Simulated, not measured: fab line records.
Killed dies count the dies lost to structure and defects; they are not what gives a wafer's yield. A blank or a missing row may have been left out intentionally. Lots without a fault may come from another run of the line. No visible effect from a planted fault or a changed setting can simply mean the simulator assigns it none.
fab line records / flow n5_finfet
[record] lots = 5 wafers = 14 last_day = 19
route steps=1938 shown BEOL_M4@1099 BEOL_M5@1112 BEOL_M8@1393 PASSIVATION@1936
lots that met no fault: taken from a fault-free run of the same line
start_h: start of the lot's first displayed wafer, in hours after the record's first day / wait_h: hours elapsed since this lot's preceding step / " same as the row above / L1.1+2: several wafers, shown together as one row / - no value, or no start given / * or withheld: withheld / < > ~ a bound
route shown NAME@n: a module of which the file shows steps, and the number in the route of the first / usual: mean/standard deviation of fault-free wafers / same: alike in all rows / chamber/n: place in a boat / sites: the reading at each site / _std_site: standard deviation across them / _edge_site: outer sites' mean less inner sites' / radius_mm: for every site, how far away it sits from the centre of the wafer / mask NAME#n: copy n / behind: the last tool/chamber to shape the wafer / hold: why the lot went on hold/how many hours it stayed there/how the hold came to an end / device: transistor that didn't switch, given as n, p or np / end of line: at the end of the route, the tests of the same wafers / where a step has no rows: the recipe by itself / killed: not the wafer's yield, but the dies lost to structure and defects at the first sort / map: per-die view of a wafer (x killed, . not killed, _ where there is no die)
set.NAME: setting as actually run; set.NAME@STEP: the setting as run at that earlier step / model.NAME: the simulator's own value behind a step, which no gauge read
lots at some steps of the route; a table a step, a row a wafer
services: a tool's chamber out of use, with start hour (start_h, from the record's first day; less than 0 if before it), hours out, and reason
[[steps]]
[step N5_BEOL_M4_ANNEAL_95]
[recipe] temp_c = 400 time_s = 240 ambient = vacuum
[step N5_BEOL_M4_SPUTTER_96]
[recipe] material = Cu target_thk_a = 45 temp_c = -20 chamber_pressure_pa = 0.07 power_w = withheld time_s = 8.29
[step N5_BEOL_M4_ECD_50]
[recipe] material = Cu target_thk_a = 3000
[step N5_BEOL_M4_ANNEAL_51]
[recipe] temp_c = 225 time_s = 90 ambient = N2
[step N5_BEOL_M4_CMP_52]
[recipe] stop_on = SiOC t_overpolish_s = 6.8 down_force_psi = 1 platen_rpm = 50 clearing_platen_down_force_psi = 1.5 clearing_platen_rpm = 50 post_cmp_clean = cu_alkaline target_thk_nm = 40 clearing_platen_pad_velocity_m_s = 0.99484 pad_velocity_m_s = 0.99484
[step N5_BEOL_M4_PRE_CLEAN_60]
[recipe] gas = NH3/H2 time_s = 15 temp_c = * rf_power_w = 300
[step N5_BEOL_M4_CO_CAP_55]
[recipe] material = Co target_thk_a = 20 temp_c = 200 precursor = CCTBA/H2 pressure_torr = 30 time_s = 102.1
[step N5_BEOL_M4_PRE_CLEAN_56]
[recipe] gas = NH3 time_s = 15 temp_c = withheld rf_power_w = 300
[step N5_BEOL_M4_DEP_57]
[recipe] material = SiCN target_thk_a = 80 temp_c = withheld precursor = 3MS/NH3 pressure_torr = 3 rf_w = 202 time_s = 14
[step N5_BEOL_M4_RC_MEAS_101]
[usual] DIBL_N = 36.4/2.2 DIBL_P = 36.3/2.5 IOFF_N = 0.17/0.052 IOFF_P = 0.23/0.049 ION_N = 674/17 ION_P = 464/11 SS_N = 71.7/0.98 SS_P = 73.3/0.84 VT_N = 250/4 VT_P = -249/3.8
lot.wafer=L810.2 tool=prober-02 chamber=0 start_h=239.26 wait_h=0.2 DIBL_N[mV/V]=34.5 DIBL_P[mV/V]=34.2 IOFF_N[nA/um]=0.13 IOFF_P[nA/um]=0.23 ION_N[uA/um]=663 ION_P[uA/um]=465 SS_N[mV/dec]=70.9 SS_P[mV/dec]=72.4 VT_N[mV]=255 VT_P[mV]=-247
lot.wafer=L810.3 tool=prober-02 chamber=0 start_h=239.26 wait_h=0.2 DIBL_N[mV/V]=34.0 DIBL_P[mV/V]=33.9 IOFF_N[nA/um]=0.13 IOFF_P[nA/um]=0.22 ION_N[uA/um]=672 ION_P[uA/um]=474 SS_N[mV/dec]=71.0 SS_P[mV/dec]=72.7 VT_N[mV]=252 VT_P[mV]=-245
lot.wafer=L810.4 tool=prober-02 chamber=0 start_h=239.26 wait_h=0.2 DIBL_N[mV/V]=36.7 DIBL_P[mV/V]=36.8 IOFF_N[nA/um]=0.16 IOFF_P[nA/um]=0.26 ION_N[uA/um]=677 ION_P[uA/um]=474 SS_N[mV/dec]=72.3 SS_P[mV/dec]=73.2 VT_N[mV]=250 VT_P[mV]=-245
lot.wafer=L826.1 tool=prober-02 chamber=0 start_h=323.58 wait_h=0.0 DIBL_N[mV/V]=36.0 DIBL_P[mV/V]=35.7 IOFF_N[nA/um]=0.14 IOFF_P[nA/um]=0.18 ION_N[uA/um]=660 ION_P[uA/um]=451 SS_N[mV/dec]=71.6 SS_P[mV/dec]=73.3 VT_N[mV]=252 VT_P[mV]=-250
lot.wafer=L826.2 tool=prober-02 chamber=0 start_h=323.58 wait_h=0.0 DIBL_N[mV/V]=36.3 DIBL_P[mV/V]=36.6 IOFF_N[nA/um]=0.14 IOFF_P[nA/um]=0.20 ION_N[uA/um]=664 ION_P[uA/um]=456 SS_N[mV/dec]=71.7 SS_P[mV/dec]=73.1 VT_N[mV]=252 VT_P[mV]=-254
lot.wafer=L826.6 tool=prober-02 chamber=0 start_h=323.58 wait_h=0.0 DIBL_N[mV/V]=35.0 DIBL_P[mV/V]=35.0 IOFF_N[nA/um]=0.13 IOFF_P[nA/um]=0.18 ION_N[uA/um]=673 ION_P[uA/um]=460 SS_N[mV/dec]=70.7 SS_P[mV/dec]=72.7 VT_N[mV]=250 VT_P[mV]=-255
lot.wafer=L829.2 tool=prober-02 chamber=0 start_h=332.12 wait_h=0.2 DIBL_N[mV/V]=37.5 DIBL_P[mV/V]=38.5 IOFF_N[nA/um]=0.20 IOFF_P[nA/um]=0.28 ION_N[uA/um]=696 ION_P[uA/um]=474 SS_N[mV/dec]=72.0 SS_P[mV/dec]=73.5 VT_N[mV]=248 VT_P[mV]=-247
lot.wafer=L829.3 tool=prober-02 chamber=0 start_h=332.12 wait_h=0.2 DIBL_N[mV/V]=35.0 DIBL_P[mV/V]=34.6 IOFF_N[nA/um]=0.15 IOFF_P[nA/um]=0.20 ION_N[uA/um]=674 ION_P[uA/um]=462 SS_N[mV/dec]=71.2 SS_P[mV/dec]=72.1 VT_N[mV]=252 VT_P[mV]=-250
lot.wafer=L829.4 tool=prober-02 chamber=0 start_h=332.12 wait_h=0.2 DIBL_N[mV/V]=36.7 DIBL_P[mV/V]=35.9 IOFF_N[nA/um]=0.18 IOFF_P[nA/um]=0.23 ION_N[uA/um]=672 ION_P[uA/um]=465 SS_N[mV/dec]=72.4 SS_P[mV/dec]=73.5 VT_N[mV]=248 VT_P[mV]=-248
lot.wafer=L830.1 tool=prober-01 chamber=0 start_h=348.53 wait_h=0.0 DIBL_N[mV/V]=31.1 DIBL_P[mV/V]=30.3 IOFF_N[nA/um]=0.11 IOFF_P[nA/um]=0.15 ION_N[uA/um]=671 ION_P[uA/um]=467 SS_N[mV/dec]=70.5 SS_P[mV/dec]=72.2 VT_N[mV]=252 VT_P[mV]=-253
lot.wafer=L830.2 tool=prober-01 chamber=0 start_h=348.53 wait_h=0.0 DIBL_N[mV/V]=36.1 DIBL_P[mV/V]=35.9 IOFF_N[nA/um]=0.17 IOFF_P[nA/um]=0.23 ION_N[uA/um]=684 ION_P[uA/um]=469 SS_N[mV/dec]=71.5 SS_P[mV/dec]=73.6 VT_N[mV]=250 VT_P[mV]=-248
lot.wafer=L830.4 tool=prober-01 chamber=0 start_h=348.53 wait_h=0.0 DIBL_N[mV/V]=36.1 DIBL_P[mV/V]=34.6 IOFF_N[nA/um]=0.16 IOFF_P[nA/um]=0.20 ION_N[uA/um]=636 ION_P[uA/um]=449 SS_N[mV/dec]=72.6 SS_P[mV/dec]=73.1 VT_N[mV]=255 VT_P[mV]=-251
lot.wafer=L831.2 tool=prober-01 chamber=0 start_h=349.62 wait_h=0.9 DIBL_N[mV/V]=37.3 DIBL_P[mV/V]=37.8 IOFF_N[nA/um]=0.17 IOFF_P[nA/um]=0.24 ION_N[uA/um]=683 ION_P[uA/um]=472 SS_N[mV/dec]=71.9 SS_P[mV/dec]=73.3 VT_N[mV]=250 VT_P[mV]=-249
lot.wafer=L831.6 tool=prober-01 chamber=0 start_h=349.62 wait_h=0.9 DIBL_N[mV/V]=33.2 DIBL_P[mV/V]=32.8 IOFF_N[nA/um]=0.11 IOFF_P[nA/um]=0.17 ION_N[uA/um]=648 ION_P[uA/um]=457 SS_N[mV/dec]=71.4 SS_P[mV/dec]=71.8 VT_N[mV]=254 VT_P[mV]=-253
[step N5_BEOL_M5_ILD_DEP_00]
[recipe] material = SiCOH_lowk target_thk_a = 1406.4 temp_c = 300 precursor = DEMS/porogen pressure_torr = 5 rf_w = 500 time_s = 25.9
[step N5_BEOL_M5_CURE_79]
[recipe] temp_c = 385 time_s = 240 ambient = He/Ar material = SiCOH_lowk
[step N5_BEOL_M5_PECVD_70]
[recipe] material = SiO2 target_thk_a = 160 temp_c = 400 precursor = TEOS/O2 pressure_torr = 5.5 rf_w = 450 teos_flow_sccm = 53.8 gas = O2 flow_sccm = 3000 time_s = 18
[step N5_BEOL_M5_HM_DEP_02]
[recipe] material = TiN target_thk_a = 200 temp_c = 25 chamber_pressure_pa = 0.49996
[step N5_BEOL_M5_COAT_59]
[recipe] resist = SOC temp_c = 250 time_s = 60 spin_rpm = 1500 resist_thk_nm = 60
[step N5_BEOL_M5_COAT_60]
[recipe] resist = SiARC temp_c = 220 time_s = 60 spin_rpm = 1500 resist_thk_nm = 12
[step N5_BEOL_M5_COAT_71]
[recipe] resist = underlayer temp_c = 205 time_s = 60 spin_rpm = 1500 resist_thk_nm = 5
[step N5_BEOL_M5_COAT_05]
[recipe] resist = CAR-EUV spin_rpm = 1500 resist_thk_nm = 30
[step N5_BEOL_M5_EBR_07]
[recipe] solvent = PGMEA ebr_width_mm = 1.5
[step N5_BEOL_M5_SOFTBAKE_06]
[recipe] temp_c = 110 time_s = 60 resist = CAR-EUV
[step N5_BEOL_M5_EXPOSE_08]
[recipe] mask_id = M5 na = 0.33 source_shape = annular sigma_inner = 0.4 sigma_outer = 0.8 polarization = unpolarized target_cd_nm = 28 dose_mj = 35.75
[step N5_BEOL_M5_PEB_09]
[recipe] peb_temp_c = 100 peb_time_s = 60 resist = CAR-EUV
[step N5_BEOL_M5_DEVELOP_10]
[recipe] develop_time_s = 30 developer = TMAH resist = CAR-EUV rinse_liquid = surfactant_rinse dry = air_spin dev_temp_c = 23
[step N5_BEOL_M5_DESCUM_16]
[recipe] chemistry = O2 time_s = 7 source_power_w = 50 bias_power_w = 20 pressure_mtorr = 20 rf_frequency_hz = 2.712e+07 temp_c = 40 resist = CAR-EUV o2_flow_sccm = 225
[step N5_BEOL_M5_ETCH_72]
[recipe] chemistry = N2/H2 target = underlayer target_depth_a = 65 mask_material = CAR-EUV time_s = 5.2 ion_energy_ev = 200 pressure_mtorr = 30 source_w = 840 bias_w = 150 n2_flow_sccm = 200 h2_flow_sccm = 200 ends = cleared
[step N5_BEOL_M5_ETCH_61]
[recipe] chemistry = CF4 target = SiARC target_depth_a = 156 mask_material = CAR-EUV time_s = 26 ion_energy_ev = 80 pressure_mtorr = 40 source_w = 545 bias_w = 36 Ar_flow_sccm = 100 cf4_flow_sccm = 100 ends = cleared
[step N5_BEOL_M5_ETCH_62]
[recipe] chemistry = N2/H2 target = SOC target_depth_a = 750 overetch_a = 150 mask_material = SiARC temp_c = 40 time_s = 112.5 ion_energy_ev = 200 pressure_mtorr = 30 source_w = 840 bias_w = 150 n2_flow_sccm = 200 h2_flow_sccm = 200
[step N5_BEOL_M5_STRIP_63]
[recipe] chemistry = N2/H2 temp_c = 40 n2_flow_sccm = 200 h2_flow_sccm = 200 rf_frequency_hz = 6e+07
[step N5_BEOL_M5_STRIP_73]
[recipe] chemistry = N2/H2 temp_c = 40 n2_flow_sccm = 200 h2_flow_sccm = 200 rf_frequency_hz = 6e+07
[step N5_BEOL_M5_STRIP_64]
[recipe] chemistry = CF4 resist = SiARC power_w = 300 bias_power_w = 75 pressure_mtorr = 50 cf4_flow_sccm = 150 rf_frequency_hz = 6e+07
[step N5_BEOL_M5_HM_OPEN_17]
[recipe] chemistry = Cl2/BCl3 target_depth_a = 200 overetch_a = 60 target = TiN mask_material = SOC ion_energy_ev = 150 pressure_mtorr = 10 icp_w = 1000 bias_w = 126 Cl2_flow_sccm = 53.25 bcl3_flow_sccm = 21.75 Ar_flow_sccm = 25
[step N5_BEOL_M5_STRIP_19]
[recipe] chemistry = O2 power_w = 400 temp_c = 40 pressure_mtorr = 30 rf_frequency_hz = 6e+07 bias_power_w = 0 overash_fraction = 0.2 o2_flow_sccm = 225
[step N5_BEOL_M5_COAT_65]
[recipe] resist = SOC temp_c = 250 time_s = 60 spin_rpm = 1500 resist_thk_nm = 60
[step N5_BEOL_M5_COAT_66]
[recipe] resist = SiARC temp_c = 220 time_s = 60 spin_rpm = 1500 resist_thk_nm = 12
[step N5_BEOL_M8_ECD_50]
[recipe] material = Cu target_thk_a = 3000
lot.wafer=L810.2+3+4 tool=ecd_cu-01 chamber=0,0,1 start_h=276.77 wait_h=0.1
lot.wafer=L826.1+2+6 tool=ecd_cu-01 chamber=0,1,1 start_h=368.59 wait_h=0.1
lot.wafer=L829.2+3+4 tool=ecd_cu-01 chamber=1,0,1 start_h=371.88 wait_h=0.1
lot.wafer=L830.1+2+4 tool=ecd_cu-02 chamber=0,1,1 start_h=382.28 wait_h=0.1
lot.wafer=L831.2+6 tool=ecd_cu-02 chamber=1,0 start_h=389.41 wait_h=0.1
[step N5_BEOL_M8_CMP_52]
[recipe] stop_on = SiCOH_lowk t_overpolish_s = 6.9 down_force_psi = 1 platen_rpm = 50 clearing_platen_down_force_psi = 1.5 clearing_platen_rpm = 50 post_cmp_clean = cu_alkaline target_thk_nm = 80 clearing_platen_pad_velocity_m_s = 0.99484 pad_velocity_m_s = 0.99484
[usual] motor_current_A = 6.2/0.67 time_to_endpoint_s = 61/4.2
lot.wafer=L810.2 tool=cmp-02 chamber=3 start_h=277.74 wait_h=0.2 motor_current_A=7.1 time_to_endpoint_s=63
lot.wafer=L810.3 tool=cmp-02 chamber=1 start_h=277.74 wait_h=0.2 motor_current_A=5.6 time_to_endpoint_s=59
lot.wafer=L810.4 tool=cmp-02 chamber=2 start_h=277.74 wait_h=0.2 motor_current_A=5.0 time_to_endpoint_s=63
lot.wafer=L826.1 tool=cmp-02 chamber=1 start_h=369.15 wait_h=0.3 motor_current_A=5.9 time_to_endpoint_s=2
lot.wafer=L826.2 tool=cmp-02 chamber=2 start_h=369.15 wait_h=0.3 motor_current_A=5.0 time_to_endpoint_s=1
lot.wafer=L826.6 tool=cmp-02 chamber=0 start_h=369.15 wait_h=0.3 motor_current_A=7.4 time_to_endpoint_s=1
lot.wafer=L829.2 tool=cmp-04 chamber=1 start_h=373.00 wait_h=0.2 motor_current_A=6.3 time_to_endpoint_s=0
lot.wafer=L829.4 tool=cmp-04 chamber=2 start_h=373.00 wait_h=0.2 motor_current_A=6.4 time_to_endpoint_s=0
lot.wafer=L829.3 tool=cmp-04 chamber=3 start_h=373.00 wait_h=0.2 motor_current_A=5.8 time_to_endpoint_s=0
lot.wafer=L830.4 tool=cmp-01 chamber=1 start_h=382.74 wait_h=0.1 motor_current_A=7.0 time_to_endpoint_s=5
lot.wafer=L830.1 tool=cmp-01 chamber=2 start_h=382.74 wait_h=0.1 motor_current_A=6.6 time_to_endpoint_s=1
lot.wafer=L830.2 tool=cmp-01 chamber=0 start_h=382.74 wait_h=0.1 motor_current_A=5.7 time_to_endpoint_s=3
lot.wafer=L831.2 tool=cmp-01 chamber=0 start_h=389.97 wait_h=0.3 motor_current_A=5.9 time_to_endpoint_s=61
lot.wafer=L831.6 tool=cmp-01 chamber=3 start_h=389.97 wait_h=0.3 motor_current_A=6.4 time_to_endpoint_s=53
[step N5_PASSIVATION_PROBE_49]
[usual] defect_limited_yield = 91.2/1.4 killed_at_M0_to_M3 = 34/9.3 killed_at_M4_up = 14/5.9 killed_at_contacts = 14/5.7 killed_at_front_end = 38/10 killed_at_other = 4/3.2 killed_dies = 104/17 killed_on_rim = 14/4 killed_open = 67/13 killed_short = 33/6.9 sort_bin_5_function = 5.2/1 sort_bin_6_memory = 3.3/0.61 sort_n_pass = 1069/52 sort_yield_pct = 91/4.4
[same] gross_dies = 1180 killed_at_back_side = 0 sort_bin_4_leakage[%] = 0 sort_bin_8_speed[%] = 0
lot.wafer=L826.1 tool=prober-01 chamber=- start_h=431.57 wait_h=0.0 defect_limited_yield[%]=0 killed_at_M0_to_M3=35 killed_at_M4_up=1100 killed_at_contacts=10 killed_at_front_end=25 killed_at_other=10 killed_dies=1180 killed_on_rim=152 killed_open=63 killed_short=29 sort_bin_5_function[%]=96.9 sort_bin_6_memory[%]=2.7 sort_n_pass=0 sort_yield_pct[%]=0
lot.wafer=L826.2 tool=prober-01 chamber=- start_h=431.62 wait_h=0.1 defect_limited_yield[%]=0 killed_at_M0_to_M3=24 killed_at_M4_up=1121 killed_at_contacts=7 killed_at_front_end=27 killed_at_other=1 killed_dies=1180 killed_on_rim=152 killed_open=50 killed_short=31 sort_bin_5_function[%]=97.1 sort_bin_6_memory[%]=2.4 sort_n_pass=0 sort_yield_pct[%]=0
lot.wafer=L826.6 tool=prober-01 chamber=- start_h=431.82 wait_h=0.3 defect_limited_yield[%]=0 killed_at_M0_to_M3=33 killed_at_M4_up=1104 killed_at_contacts=12 killed_at_front_end=28 killed_at_other=3 killed_dies=1180 killed_on_rim=152 killed_open=61 killed_short=23 sort_bin_5_function[%]=96.9 sort_bin_6_memory[%]=2.6 sort_n_pass=0 sort_yield_pct[%]=0
lot.wafer=L829.2 tool=prober-02 chamber=- start_h=438.45 wait_h=0.1 defect_limited_yield[%]=0 killed_at_M0_to_M3=24 killed_at_M4_up=1102 killed_at_contacts=15 killed_at_front_end=38 killed_at_other=1 killed_dies=1180 killed_on_rim=152 killed_open=56 killed_short=25 sort_bin_5_function[%]=96.5 sort_bin_6_memory[%]=3.1 sort_n_pass=0 sort_yield_pct[%]=0
lot.wafer=L829.3 tool=prober-02 chamber=- start_h=438.50 wait_h=0.1 defect_limited_yield[%]=0 killed_at_M0_to_M3=28 killed_at_M4_up=1104 killed_at_contacts=17 killed_at_front_end=30 killed_at_other=1 killed_dies=1180 killed_on_rim=152 killed_open=63 killed_short=20 sort_bin_5_function[%]=97.2 sort_bin_6_memory[%]=2.7 sort_n_pass=0 sort_yield_pct[%]=0
lot.wafer=L829.4 tool=prober-02 chamber=- start_h=438.55 wait_h=0.2 defect_limited_yield[%]=0 killed_at_M0_to_M3=23 killed_at_M4_up=1106 killed_at_contacts=8 killed_at_front_end=40 killed_at_other=3 killed_dies=1180 killed_on_rim=152 killed_open=48 killed_short=28 sort_bin_5_function[%]=97.3 sort_bin_6_memory[%]=2.2 sort_n_pass=0 sort_yield_pct[%]=0
lot.wafer=L830.1 tool=prober-01 chamber=- start_h=461.84 wait_h=0.8 defect_limited_yield[%]=0 killed_at_M0_to_M3=31 killed_at_M4_up=1088 killed_at_contacts=15 killed_at_front_end=45 killed_at_other=1 killed_dies=1180 killed_on_rim=152 killed_open=78 killed_short=27 sort_bin_5_function[%]=96.0 sort_bin_6_memory[%]=3.6 sort_n_pass=0 sort_yield_pct[%]=0
lot.wafer=L830.2 tool=prober-01 chamber=- start_h=461.89 wait_h=0.8 defect_limited_yield[%]=0 killed_at_M0_to_M3=39 killed_at_M4_up=1101 killed_at_contacts=10 killed_at_front_end=26 killed_at_other=4 killed_dies=1180 killed_on_rim=152 killed_open=58 killed_short=29 sort_bin_5_function[%]=97.0 sort_bin_6_memory[%]=2.6 sort_n_pass=0 sort_yield_pct[%]=0
lot.wafer=L830.4 tool=prober-01 chamber=- start_h=461.99 wait_h=0.9 defect_limited_yield[%]=0 killed_at_M0_to_M3=42 killed_at_M4_up=1099 killed_at_contacts=11 killed_at_front_end=24 killed_at_other=4 killed_dies=1180 killed_on_rim=152 killed_open=64 killed_short=27 sort_bin_5_function[%]=96.5 sort_bin_6_memory[%]=3.3 sort_n_pass=0 sort_yield_pct[%]=0
// killed by level:class
L826.1 BEOL_M8:area_ecd=1086 BEOL_M3:geometric_particle:open=11 BEOL_M2:geometric_particle:open=10 MOL_CONTACT_COAG:geometric_particle:open=8 BEOL_M4:geometric_particle:open=6 GATE_CUT:geometric_particle:short=5 BEOL_M1:geometric_particle:open=5 FIN_SAQP:geometric_particle:short=4
L826.2 BEOL_M8:area_ecd=1098 MOL_CONTACT_COAG:geometric_particle:open=7 STI_FIN_REVEAL:geometric_particle:open=6 BEOL_M0_SAQP:geometric_particle:short=6 BEOL_M3:geometric_particle:open=6 BEOL_M4:geometric_particle:open=6 FIN_SAQP:geometric_particle:short=5 BEOL_M8:geometric_particle:open=5
L826.6 BEOL_M8:area_ecd=1090 BEOL_M3:geometric_particle:open=13 MOL_CONTACT_COAG:geometric_particle:open=8 BEOL_M4:geometric_particle:open=7 BEOL_M0_SAQP:geometric_particle:short=5 BEOL_M1:geometric_particle:open=5 BEOL_M3:geometric_particle:short=4 STARTING-WAFER:geometric_particle:short=4
L829.2 BEOL_M8:area_ecd=1094 MOL_CONTACT_COAG:geometric_particle:open=12 STI_FIN_REVEAL:geometric_particle:open=9 BEOL_M0_SAQP:geometric_particle:short=9 DUMMY_GATE:geometric_particle:open=6 GATE_CUT:geometric_particle:open=6 GATE_CUT:geometric_particle:short=5 BEOL_M2:geometric_particle:open=5
L829.3 BEOL_M8:area_ecd=1097 MOL_CONTACT_COAG:geometric_particle:open=12 STI_FIN_REVEAL:geometric_particle:open=11 BEOL_M2:geometric_particle:open=8 FIN_SAQP:geometric_particle:open=6 MOL_CONTACT_COAG:geometric_particle:short=5 BEOL_M1:geometric_particle:open=4 BEOL_M0_SAQP:geometric_particle:open=4
L829.4 BEOL_M8:area_ecd=1099 STI_FIN_REVEAL:geometric_particle:open=11 BEOL_M0_SAQP:geometric_particle:open=8 STI_FIN_REVEAL:geometric_particle:short=7 MOL_CONTACT_COAG:geometric_particle:open=6 BEOL_M3:geometric_particle:open=6 GATE_CUT:geometric_particle:open=4 GATE_CUT:geometric_particle:short=4
L830.1 BEOL_M8:area_ecd=1075 FIN_SAQP:geometric_particle:open=17 BEOL_M2:geometric_particle:open=12 MOL_CONTACT_COAG:geometric_particle:open=12 DUMMY_GATE:geometric_particle:open=7 STI_FIN_REVEAL:geometric_particle:open=5 BEOL_M0_SAQP:geometric_particle:short=5 BEOL_M0_SAQP:geometric_particle:open=5
L830.2 BEOL_M8:area_ecd=1093 FIN_SAQP:geometric_particle:open=10 MOL_CONTACT_COAG:geometric_particle:open=10 BEOL_M2:geometric_particle:open=10 BEOL_M0_SAQP:geometric_particle:short=8 BEOL_M0_SAQP:geometric_particle:open=6 BEOL_M1:geometric_particle:open=6 FIN_SAQP:geometric_particle:short=3
L830.4 BEOL_M8:area_ecd=1088 BEOL_M0_SAQP:geometric_particle:open=14 BEOL_M2:geometric_particle:open=11 BEOL_M0_SAQP:geometric_particle:short=9 MOL_CONTACT_COAG:geometric_particle:open=8 BEOL_M4:geometric_particle:open=8 FIN_SAQP:geometric_particle:open=6 STARTING-WAFER:geometric_particle:short=5
// map L826.1 (x killed, . not)
_________________xxxxxxxxxxxx________________
______________xxxxxxxxxxxxxxxxxx_____________
___________xxxxxxxxxxxxxxxxxxxxxxxx__________
__________xxxxxxxxxxxxxxxxxxxxxxxxxx_________
________xxxxxxxxxxxxxxxxxxxxxxxxxxxxxx_______
_______xxxxxxxxxxxxxxxxxxxxxxxxxxxxxxxx______
______xxxxxxxxxxxxxxxxxxxxxxxxxxxxxxxxxx_____
_____xxxxxxxxxxxxxxxxxxxxxxxxxxxxxxxxxxxx____
____xxxxxxxxxxxxxxxxxxxxxxxxxxxxxxxxxxxxxx___
___xxxxxxxxxxxxxxxxxxxxxxxxxxxxxxxxxxxxxxxx__
___xxxxxxxxxxxxxxxxxxxxxxxxxxxxxxxxxxxxxxxx__
__xxxxxxxxxxxxxxxxxxxxxxxxxxxxxxxxxxxxxxxxxx_
__xxxxxxxxxxxxxxxxxxxxxxxxxxxxxxxxxxxxxxxxxx_
_xxxxxxxxxxxxxxxxxxxxxxxxxxxxxxxxxxxxxxxxxxxx
_xxxxxxxxxxxxxxxxxxxxxxxxxxxxxxxxxxxxxxxxxxxx
_xxxxxxxxxxxxxxxxxxxxxxxxxxxxxxxxxxxxxxxxxxxx
_xxxxxxxxxxxxxxxxxxxxxxxxxxxxxxxxxxxxxxxxxxxx
_xxxxxxxxxxxxxxxxxxxxxxxxxxxxxxxxxxxxxxxxxxxx
_xxxxxxxxxxxxxxxxxxxxxxxxxxxxxxxxxxxxxxxxxxxx
_xxxxxxxxxxxxxxxxxxxxxxxxxxxxxxxxxxxxxxxxxxxx
_xxxxxxxxxxxxxxxxxxxxxxxxxxxxxxxxxxxxxxxxxxxx
__xxxxxxxxxxxxxxxxxxxxxxxxxxxxxxxxxxxxxxxxxx_
__xxxxxxxxxxxxxxxxxxxxxxxxxxxxxxxxxxxxxxxxxx_
___xxxxxxxxxxxxxxxxxxxxxxxxxxxxxxxxxxxxxxxx__
___xxxxxxxxxxxxxxxxxxxxxxxxxxxxxxxxxxxxxxxx__
____xxxxxxxxxxxxxxxxxxxxxxxxxxxxxxxxxxxxxx___
_____xxxxxxxxxxxxxxxxxxxxxxxxxxxxxxxxxxxx____
______xxxxxxxxxxxxxxxxxxxxxxxxxxxxxxxxxx_____
_______xxxxxxxxxxxxxxxxxxxxxxxxxxxxxxxx______
________xxxxxxxxxxxxxxxxxxxxxxxxxxxxxx_______
__________xxxxxxxxxxxxxxxxxxxxxxxxxx_________
___________xxxxxxxxxxxxxxxxxxxxxxxx__________
______________xxxxxxxxxxxxxxxxxx_____________
_________________xxxxxxxxxxxx________________
// map L829.2 (x killed, . not)
_________________xxxxxxxxxxxx________________
______________xxxxxxxxxxxxxxxxxx_____________
___________xxxxxxxxxxxxxxxxxxxxxxxx__________
__________xxxxxxxxxxxxxxxxxxxxxxxxxx_________
________xxxxxxxxxxxxxxxxxxxxxxxxxxxxxx_______
_______xxxxxxxxxxxxxxxxxxxxxxxxxxxxxxxx______
______xxxxxxxxxxxxxxxxxxxxxxxxxxxxxxxxxx_____
_____xxxxxxxxxxxxxxxxxxxxxxxxxxxxxxxxxxxx____
____xxxxxxxxxxxxxxxxxxxxxxxxxxxxxxxxxxxxxx___
___xxxxxxxxxxxxxxxxxxxxxxxxxxxxxxxxxxxxxxxx__
___xxxxxxxxxxxxxxxxxxxxxxxxxxxxxxxxxxxxxxxx__
__xxxxxxxxxxxxxxxxxxxxxxxxxxxxxxxxxxxxxxxxxx_
__xxxxxxxxxxxxxxxxxxxxxxxxxxxxxxxxxxxxxxxxxx_
_xxxxxxxxxxxxxxxxxxxxxxxxxxxxxxxxxxxxxxxxxxxx
_xxxxxxxxxxxxxxxxxxxxxxxxxxxxxxxxxxxxxxxxxxxx
_xxxxxxxxxxxxxxxxxxxxxxxxxxxxxxxxxxxxxxxxxxxx
_xxxxxxxxxxxxxxxxxxxxxxxxxxxxxxxxxxxxxxxxxxxx
_xxxxxxxxxxxxxxxxxxxxxxxxxxxxxxxxxxxxxxxxxxxx
_xxxxxxxxxxxxxxxxxxxxxxxxxxxxxxxxxxxxxxxxxxxx
_xxxxxxxxxxxxxxxxxxxxxxxxxxxxxxxxxxxxxxxxxxxx
_xxxxxxxxxxxxxxxxxxxxxxxxxxxxxxxxxxxxxxxxxxxx
__xxxxxxxxxxxxxxxxxxxxxxxxxxxxxxxxxxxxxxxxxx_
__xxxxxxxxxxxxxxxxxxxxxxxxxxxxxxxxxxxxxxxxxx_
___xxxxxxxxxxxxxxxxxxxxxxxxxxxxxxxxxxxxxxxx__
___xxxxxxxxxxxxxxxxxxxxxxxxxxxxxxxxxxxxxxxx__
____xxxxxxxxxxxxxxxxxxxxxxxxxxxxxxxxxxxxxx___
_____xxxxxxxxxxxxxxxxxxxxxxxxxxxxxxxxxxxx____
______xxxxxxxxxxxxxxxxxxxxxxxxxxxxxxxxxx_____
_______xxxxxxxxxxxxxxxxxxxxxxxxxxxxxxxx______
________xxxxxxxxxxxxxxxxxxxxxxxxxxxxxx_______
__________xxxxxxxxxxxxxxxxxxxxxxxxxx_________
___________xxxxxxxxxxxxxxxxxxxxxxxx__________
______________xxxxxxxxxxxxxxxxxx_____________
_________________xxxxxxxxxxxx________________
[[services]]
tool=ecd_cu-02 chamber=- start_h=263.95 hours=1.4 kind=repair
tool=cmp-04 chamber=- start_h=274.33 hours=6.9 kind=pm
tool=cmp-02 chamber=- start_h=295.18 hours=1.3 kind=repair
tool=ecd_cu-01 chamber=- start_h=304.75 hours=2.1 kind=repair
tool=cmp-01 chamber=- start_h=305.16 hours=2.4 kind=repair
tool=cmp-02 chamber=- start_h=305.50 hours=7.7 kind=pm
tool=cmp-01 chamber=- start_h=350.13 hours=2.1 kind=repair
tool=cmp-02 chamber=- start_h=370.34 hours=6.5 kind=repair
[[key]]
[first_sign] step = N5_BEOL_M8_CMP_52 reading = time_to_endpoint_s direction = down sigmas = 14 usual = * struck = *
[effect] step = N5_PASSIVATION_PROBE_49 reading = killed_at_M4_up direction = up sigmas = 99+ usual = 14 struck = 1103
[more_kills_born_at] N5_BEOL_M8_ECD_50@ecd_cu-01 = 6564 N5_BEOL_M8_ECD_50@ecd_cu-02 = 3256
met_at N5_BEOL_M8_ECD_50
struck_wafers L826.1,L826.2,L826.6,L829.2,L829.3,L829.4,L830.1,L830.2,L830.4
later_rows_left_out L826.1,L826.2,L826.6,L829.2,L829.3,L829.4,L830.1,L830.2,L830.4
onset_between 276.77 368.59
[fault] kind = skipped_step_whole tool = ecd_cu-01,ecd_cu-02 chamber = - onset_h = 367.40 steps = N5_BEOL_M8_ECD_50 scope = struck_lots_only
// later_rows_left_out: the simulator's readings of these wafers behind a module that went badly wrong aren't trusted and aren't shown, but for the sort
